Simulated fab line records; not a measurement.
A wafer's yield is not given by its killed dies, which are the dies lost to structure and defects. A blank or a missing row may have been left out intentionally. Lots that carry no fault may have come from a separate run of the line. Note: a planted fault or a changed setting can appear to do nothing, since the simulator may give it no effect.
Matching of chambers :: flow nand_harc :: rie_diel-13 running NHARC_THIN_TSV_ETCHBACK_48: 4 sister chambers
The step etches the open film in C4F8/Ar, target depth 1028.5 nm, time 405.17 s. 14 wafers are shown with their chamber, then 7 later ones without.

## EACH WAFER AND ITS CHAMBER
wafer: L573.2
chamber: 1
rf_vpp_V (V): 549
oes_product_au (a.u.): 0.98

wafer: L573.4
chamber: 3
rf_vpp_V (V): 548
oes_product_au (a.u.): 0.98

wafer: L573.5
chamber: 2
rf_vpp_V (V): 552
oes_product_au (a.u.): 0.97

wafer: L575.3
chamber: 1
rf_vpp_V (V): 549
oes_product_au (a.u.): 0.98

wafer: L575.4
chamber: 0
rf_vpp_V (V): 542
oes_product_au (a.u.): 0.99

wafer: L575.6
chamber: 2
rf_vpp_V (V): 551
oes_product_au (a.u.): 1.00

wafer: L580.3
chamber: 3
rf_vpp_V (V): 549
oes_product_au (a.u.): 0.91

wafer: L580.4
chamber: 0
rf_vpp_V (V): 539
oes_product_au (a.u.): 0.92

wafer: L580.5
chamber: 1
rf_vpp_V (V): 550
oes_product_au (a.u.): 0.91

wafer: L582.2
chamber: 0
rf_vpp_V (V): 543
oes_product_au (a.u.): 0.92

wafer: L582.5
chamber: 1
rf_vpp_V (V): 549
oes_product_au (a.u.): 0.90

wafer: L582.6
chamber: 3
rf_vpp_V (V): 549
oes_product_au (a.u.): 0.91

wafer: L583.3
chamber: 3
rf_vpp_V (V): 549
oes_product_au (a.u.): 0.91

wafer: L583.4
chamber: 3
rf_vpp_V (V): 549
oes_product_au (a.u.): 0.91

SIGNATURES (means of the wafers above)
reading: rf_vpp_V
chamber 0: 541.33
chamber 1: 549.25
chamber 2: 551.50
chamber 3: 548.80
scatter within a chamber: 1.04

reading: oes_product_au
chamber 0: 0.9433
chamber 1: 0.9425
chamber 2: 0.9850
chamber 3: 0.9240
scatter within a chamber: 0.0365
Rule: distance of a wafer from a chamber = root of the sum over the readings of ((wafer's reading minus chamber's mean) / reading's scatter) squared. The wafer belongs to the nearest chamber; if the next one is less than 2 further off, it can't be placed. The scatter is the square root of a quotient: the sum, over the shown wafers, of each reading's squared deviation from its chamber's mean, divided by wafers minus chambers.

## WAFERS WITHOUT THEIR CHAMBER
wafer: L583.5
rf_vpp_V (V): 540
oes_product_au (a.u.): 0.93

wafer: L593.2
rf_vpp_V (V): 541
oes_product_au (a.u.): 0.98

wafer: L593.4
rf_vpp_V (V): 547
oes_product_au (a.u.): 0.96

wafer: L593.6
rf_vpp_V (V): 548
oes_product_au (a.u.): 0.96

wafer: L594.1
rf_vpp_V (V): 552
oes_product_au (a.u.): 0.93

wafer: L594.3
rf_vpp_V (V): 548
oes_product_au (a.u.): 0.96

wafer: L594.5
rf_vpp_V (V): 551
oes_product_au (a.u.): 0.96

## WHICH CHAMBER EACH ONE RAN IN
wafer: L583.5
from the rows above: 0
in truth: 0

wafer: L593.2
from the rows above: 0
in truth: 0

wafer: L593.4
from the rows above: can't be placed: 3 or 1
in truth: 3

wafer: L593.6
from the rows above: can't be placed: 3 or 1
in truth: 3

wafer: L594.1
from the rows above: can't be placed: 2 or 1 or 3
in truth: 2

wafer: L594.3
from the rows above: can't be placed: 3 or 1
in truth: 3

wafer: L594.5
from the rows above: can't be placed: 2 or 1 or 3
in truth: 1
Correctly placed: 2 of 7. Cannot be placed on the basis of these rows: 5; the candidates contain the true chamber in 5. Wrongly placed: 0.
